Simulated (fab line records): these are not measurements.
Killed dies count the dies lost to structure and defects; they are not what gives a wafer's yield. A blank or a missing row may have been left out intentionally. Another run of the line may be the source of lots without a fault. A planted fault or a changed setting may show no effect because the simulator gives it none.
Which tool was responsible? :: flow n5Finfet :: Sampling: 10 lots, 30 wafers, 4 of 1938 route steps

## WHAT THE GAUGES SHOWED, per wafer
Not one reading of a measure or inspect step in the record can be checked against a usual standard deviation.

## WHICH TOOL RAN EACH LOT (tool, then ch and the chambers of the sampled wafers, then the start)
lot: L583
N5_BEOL_M14_ANNEAL_48: rtpAnneal-01 ch 0, day 14 03:04
N5_BEOL_M14_CMP_49: cmp-03 ch 1,2,3, day 14 03:19
N5_BEOL_M15_DESCUM_15: rieDiel-05 ch 0,1,2, day 14 04:34
N5_BEOL_M15_STRIP_64: rieDiel-05 ch 0,1,2, day 14 04:00

lot: L586
N5_BEOL_M14_ANNEAL_48: rtpAnneal-01 ch 0, day 14 12:14
N5_BEOL_M14_CMP_49: cmp-04 ch 0,2,3, day 14 12:32
N5_BEOL_M15_DESCUM_15: rieDiel-03 ch 2,3, day 14 13:52
N5_BEOL_M15_STRIP_64: rieDiel-03 ch 2,3, day 14 14:00

lot: L590
N5_BEOL_M14_ANNEAL_48: rtpAnneal-01 ch 0, day 15 01:29
N5_BEOL_M14_CMP_49: cmp-04 ch 1,2,3, day 15 01:47
N5_BEOL_M15_DESCUM_15: rieDiel-02 ch 0,1,2, day 15 03:43
N5_BEOL_M15_STRIP_64: rieDiel-02 ch 0,1,2, day 15 04:00

lot: L588
N5_BEOL_M14_ANNEAL_48: rtpAnneal-01 ch 0, day 15 08:53
N5_BEOL_M14_CMP_49: cmp-01 ch 2,3, day 15 09:05
N5_BEOL_M15_DESCUM_15: rieDiel-05 ch 1,2, day 15 10:21
N5_BEOL_M15_STRIP_64: rieDiel-05 ch 1,2, day 15 10:00

lot: L601
N5_BEOL_M14_ANNEAL_48: rtpAnneal-02 ch 0, day 18 03:16
N5_BEOL_M14_CMP_49: cmp-03 ch 2,3, day 18 03:34
N5_BEOL_M15_DESCUM_15: rieDiel-02 ch 0,2, day 18 04:51
N5_BEOL_M15_STRIP_64: rieDiel-02 ch 0,2, day 18 05:00

lot: L600
N5_BEOL_M14_ANNEAL_48: rtpAnneal-02 ch 0, day 18 04:37
N5_BEOL_M14_CMP_49: cmp-01 ch 0,1,3, day 18 04:58
N5_BEOL_M15_DESCUM_15: rieDiel-03 ch 0,2, day 18 06:25
N5_BEOL_M15_STRIP_64: rieDiel-03 ch 0,2, day 18 06:00

lot: L599
N5_BEOL_M14_ANNEAL_48: rtpAnneal-01 ch 0, day 18 07:01
N5_BEOL_M14_CMP_49: cmp-01 ch 0,2, day 18 07:22
N5_BEOL_M15_DESCUM_15: rieDiel-05 ch 1,2,3, day 18 08:35
N5_BEOL_M15_STRIP_64: rieDiel-05 ch 1,2,3, day 18 08:00

lot: L604
N5_BEOL_M14_ANNEAL_48: rtpAnneal-01 ch 0, day 19 03:15
N5_BEOL_M14_CMP_49: cmp-01 ch 0,1,2, day 19 03:34
N5_BEOL_M15_DESCUM_15: rieDiel-05 ch 1,3, day 19 04:55
N5_BEOL_M15_STRIP_64: rieDiel-05 ch 1,3, day 19 05:00

lot: L605
N5_BEOL_M14_ANNEAL_48: rtpAnneal-01 ch 0, day 19 17:30
N5_BEOL_M14_CMP_49: cmp-01 ch 1,2,3, day 19 17:44
N5_BEOL_M15_DESCUM_15: rieDiel-02 ch 0,3, day 19 18:47
N5_BEOL_M15_STRIP_64: rieDiel-02 ch 0,3, day 19 19:00

lot: L602
N5_BEOL_M14_ANNEAL_48: rtpAnneal-02 ch 0, day 20 03:22
N5_BEOL_M14_CMP_49: cmp-04 ch 1,3, day 20 03:42
N5_BEOL_M15_DESCUM_15: rieDiel-05 ch 0,2,3, day 20 04:47
N5_BEOL_M15_STRIP_64: rieDiel-05 ch 0,2,3, day 20 05:00
- N5_BEOL_M14_ANNEAL_48: time 90 s.
- N5_BEOL_M14_CMP_49: polishes, stops on SiO2, t overpolish 5.2 s, target thk 560 nm.
- N5_BEOL_M15_DESCUM_15: chemistry O2, time 7.9 s.
- N5_BEOL_M15_STRIP_64: strips in O2.

## WHAT THE TOOLS THEMSELVES READ (means of the sampled wafers that have a number; where no wafer has one, the mark that the record gives instead)
N5_BEOL_M14_ANNEAL_48. Usual: wafer_temp_C_max 225.70, standard deviation 0.27.
lot: L583
tool: rtpAnneal-01
wafer_temp_C_max: 225.51
flag: 

lot: L586
tool: rtpAnneal-01
wafer_temp_C_max: 225.49
flag: 

lot: L590
tool: rtpAnneal-01
wafer_temp_C_max: 225.65
flag: 

lot: L588
tool: rtpAnneal-01
wafer_temp_C_max: 225.57
flag: 

lot: L601
tool: rtpAnneal-02
wafer_temp_C_max: 225.63
flag: 

lot: L600
tool: rtpAnneal-02
wafer_temp_C_max: 225.83
flag: 

lot: L599
tool: rtpAnneal-01
wafer_temp_C_max: 225.61
flag: 

lot: L604
tool: rtpAnneal-01
wafer_temp_C_max: 225.34
flag: 

lot: L605
tool: rtpAnneal-01
wafer_temp_C_max: 225.56
flag: 

lot: L602
tool: rtpAnneal-02
wafer_temp_C_max: 225.97
flag: 

N5_BEOL_M14_CMP_49. Usual: barrierFieldEndpointS 11.33 s, standard deviation 0.22; clearingPlatenRpm 80.00 rpm, standard deviation 0.045; motorCurrentA 8.6 A, standard deviation 1.2; overpolishRunS 5.200 s, standard deviation 0.0093; timeToEndpointS 120 s, standard deviation 3.1.
lot: L583
tool: cmp-03
barrierFieldEndpointS (s): 11.23
clearingPlatenRpm (rpm): 79.99
motorCurrentA (A): 10.1
overpolishRunS (s): 5.207
timeToEndpointS (s): 119
flag: 

lot: L586
tool: cmp-04
barrierFieldEndpointS (s): 11.44
clearingPlatenRpm (rpm): 79.98
motorCurrentA (A): 7.8
overpolishRunS (s): 5.202
timeToEndpointS (s): 123
flag: 

lot: L590
tool: cmp-04
barrierFieldEndpointS (s): 11.50
clearingPlatenRpm (rpm): 80.03
motorCurrentA (A): 8.3
overpolishRunS (s): 5.201
timeToEndpointS (s): 120
flag: 

lot: L588
tool: cmp-01
barrierFieldEndpointS (s): 11.44
clearingPlatenRpm (rpm): 79.98
motorCurrentA (A): 8.3
overpolishRunS (s): 5.193
timeToEndpointS (s): 122
flag: 

lot: L601
tool: cmp-03
barrierFieldEndpointS (s): 11.07
clearingPlatenRpm (rpm): 79.99
motorCurrentA (A): 8.8
overpolishRunS (s): 5.201
timeToEndpointS (s): 118
flag: 

lot: L600
tool: cmp-01
barrierFieldEndpointS (s): 11.30
clearingPlatenRpm (rpm): 79.98
motorCurrentA (A): 7.6
overpolishRunS (s): 5.204
timeToEndpointS (s): 117
flag: 

lot: L599
tool: cmp-01
barrierFieldEndpointS (s): 11.29
clearingPlatenRpm (rpm): 79.99
motorCurrentA (A): 8.2
overpolishRunS (s): 5.195
timeToEndpointS (s): 118
flag: 

lot: L604
tool: cmp-01
barrierFieldEndpointS (s): 11.60
clearingPlatenRpm (rpm): 80.03
motorCurrentA (A): 8.2
overpolishRunS (s): 5.195
timeToEndpointS (s): 122
flag: 

lot: L605
tool: cmp-01
barrierFieldEndpointS (s): 11.25
clearingPlatenRpm (rpm): 80.01
motorCurrentA (A): 8.3
overpolishRunS (s): 5.200
timeToEndpointS (s): 122
flag: 

lot: L602
tool: cmp-04
barrierFieldEndpointS (s): 11.64
clearingPlatenRpm (rpm): 79.99
motorCurrentA (A): 8.6
overpolishRunS (s): 5.207
timeToEndpointS (s): 122
flag: 

N5_BEOL_M15_DESCUM_15. Usual: drypumpMotorCurrentA 5.8 A, standard deviation 0.44; oesProductAu 0.78 a.u., standard deviation 0.087; rfVppV 242.9 V, standard deviation 1.4; showerheadPlenumPTorr 2.08 Torr, standard deviation 0.068; throttleValvePct 20.52 %, standard deviation 0.2.
lot: L583
tool: rieDiel-05
drypumpMotorCurrentA (A): 5.8
oesProductAu (a.u.): 0.80
rfVppV (V): 241.8
showerheadPlenumPTorr (Torr): 2.08
throttleValvePct (%): 20.34
flag: 

lot: L586
tool: rieDiel-03
drypumpMotorCurrentA (A): 5.6
oesProductAu (a.u.): 0.68
rfVppV (V): 242.3
showerheadPlenumPTorr (Torr): 2.10
throttleValvePct (%): 20.63
flag: 

lot: L590
tool: rieDiel-02
drypumpMotorCurrentA (A): 5.5
oesProductAu (a.u.): 0.81
rfVppV (V): 242.9
showerheadPlenumPTorr (Torr): 2.05
throttleValvePct (%): 20.58
flag: 

lot: L588
tool: rieDiel-05
drypumpMotorCurrentA (A): 5.9
oesProductAu (a.u.): 0.86
rfVppV (V): 242.7
showerheadPlenumPTorr (Torr): 2.06
throttleValvePct (%): 20.37
flag: 

lot: L601
tool: rieDiel-02
drypumpMotorCurrentA (A): 5.2
oesProductAu (a.u.): 0.84
rfVppV (V): 242.4
showerheadPlenumPTorr (Torr): 2.09
throttleValvePct (%): 20.52
flag: 

lot: L600
tool: rieDiel-03
drypumpMotorCurrentA (A): 5.8
oesProductAu (a.u.): 0.87
rfVppV (V): 245.5
showerheadPlenumPTorr (Torr): 2.22
throttleValvePct (%): 20.30
flag: 

lot: L599
tool: rieDiel-05
drypumpMotorCurrentA (A): 6.0
oesProductAu (a.u.): 0.77
rfVppV (V): 243.6
showerheadPlenumPTorr (Torr): 2.07
throttleValvePct (%): 20.52
flag: 

lot: L604
tool: rieDiel-05
drypumpMotorCurrentA (A): 5.7
oesProductAu (a.u.): 0.76
rfVppV (V): 242.9
showerheadPlenumPTorr (Torr): 2.09
throttleValvePct (%): 20.48
flag: 

lot: L605
tool: rieDiel-02
drypumpMotorCurrentA (A): 5.2
oesProductAu (a.u.): 0.88
rfVppV (V): 244.3
showerheadPlenumPTorr (Torr): 2.16
throttleValvePct (%): 20.39
flag: 

lot: L602
tool: rieDiel-05
drypumpMotorCurrentA (A): 6.1
oesProductAu (a.u.): 0.80
rfVppV (V): 241.8
showerheadPlenumPTorr (Torr): 2.04
throttleValvePct (%): 20.46
flag: 

N5_BEOL_M15_STRIP_64. Usual: chamberPressureMTorr 30.000 mTorr, standard deviation 0.027; drypumpMotorCurrentA 5.8 A, standard deviation 0.44; oesProductAu 0.78 a.u., standard deviation 0.087; rfVppV 3.7 V, standard deviation 0.51; showerheadPlenumPTorr 2.08 Torr, standard deviation 0.068; throttleValvePct 16.77 %, standard deviation 0.22.
lot: L583
tool: rieDiel-05
chamberPressureMTorr (mTorr): 29.999
drypumpMotorCurrentA (A): 5.8
oesProductAu (a.u.): 0.81
rfVppV (V): 3.1
showerheadPlenumPTorr (Torr): 2.08
throttleValvePct (%): 16.57
flag: 

lot: L586
tool: rieDiel-03
chamberPressureMTorr (mTorr): 29.993
drypumpMotorCurrentA (A): 5.5
oesProductAu (a.u.): 0.68
rfVppV (V): 3.7
showerheadPlenumPTorr (Torr): 2.10
throttleValvePct (%): 16.90
flag: 

lot: L590
tool: rieDiel-02
chamberPressureMTorr (mTorr): 30.019
drypumpMotorCurrentA (A): 5.5
oesProductAu (a.u.): 0.81
rfVppV (V): 3.7
showerheadPlenumPTorr (Torr): 2.06
throttleValvePct (%): 16.80
flag: 

lot: L588
tool: rieDiel-05
chamberPressureMTorr (mTorr): 24.001
drypumpMotorCurrentA (A): 5.9
oesProductAu (a.u.): 0.86
rfVppV (V): 4.0
showerheadPlenumPTorr (Torr): 2.07
throttleValvePct (%): 16.61
flag: OFF

lot: L601
tool: rieDiel-02
chamberPressureMTorr (mTorr): 29.976
drypumpMotorCurrentA (A): 5.2
oesProductAu (a.u.): 0.83
rfVppV (V): 3.6
showerheadPlenumPTorr (Torr): 2.09
throttleValvePct (%): 16.73
flag: 

lot: L600
tool: rieDiel-03
chamberPressureMTorr (mTorr): 29.972
drypumpMotorCurrentA (A): 5.7
oesProductAu (a.u.): 0.88
rfVppV (V): 4.1
showerheadPlenumPTorr (Torr): 2.22
throttleValvePct (%): 16.54
flag: 

lot: L599
tool: rieDiel-05
chamberPressureMTorr (mTorr): 29.995
drypumpMotorCurrentA (A): 6.0
oesProductAu (a.u.): 0.78
rfVppV (V): 3.5
showerheadPlenumPTorr (Torr): 2.07
throttleValvePct (%): 16.76
flag: 

lot: L604
tool: rieDiel-05
chamberPressureMTorr (mTorr): 30.000
drypumpMotorCurrentA (A): 5.7
oesProductAu (a.u.): 0.77
rfVppV (V): 4.0
showerheadPlenumPTorr (Torr): 2.09
throttleValvePct (%): 16.72
flag: 

lot: L605
tool: rieDiel-02
chamberPressureMTorr (mTorr): 30.015
drypumpMotorCurrentA (A): 5.2
oesProductAu (a.u.): 0.88
rfVppV (V): 3.4
showerheadPlenumPTorr (Torr): 2.17
throttleValvePct (%): 16.60
flag: 

lot: L602
tool: rieDiel-05
chamberPressureMTorr (mTorr): 30.015
drypumpMotorCurrentA (A): 6.1
oesProductAu (a.u.): 0.80
rfVppV (V): 4.0
showerheadPlenumPTorr (Torr): 2.05
throttleValvePct (%): 16.69
flag: 

## THE ANSWER, worked out from the rows above alone
Rule: a lot counts as off when the mean over its wafers that have a number is more than 3 standard deviations away from the usual mean. Also off: a lot with no number at a reading for which 4 or more lots have one. All remaining lots with rows at the step are treated as sound. After the gauges, taken in route order, come the tools' own readings; for these a lot's mean is taken, as printed above. At the first step where some lot is off, the reading lying furthest off is the one used; lots without a number count as furthest.
Off: L588 (N5_BEOL_M15_STRIP_64, chamberPressureMTorr).
A tool fits if, at that step or a process step before it, it ran every lot that is off, and no sound lot after the first of them. Of those tried, none fits.

## WHAT THE SIMULATOR HAD PUT IN
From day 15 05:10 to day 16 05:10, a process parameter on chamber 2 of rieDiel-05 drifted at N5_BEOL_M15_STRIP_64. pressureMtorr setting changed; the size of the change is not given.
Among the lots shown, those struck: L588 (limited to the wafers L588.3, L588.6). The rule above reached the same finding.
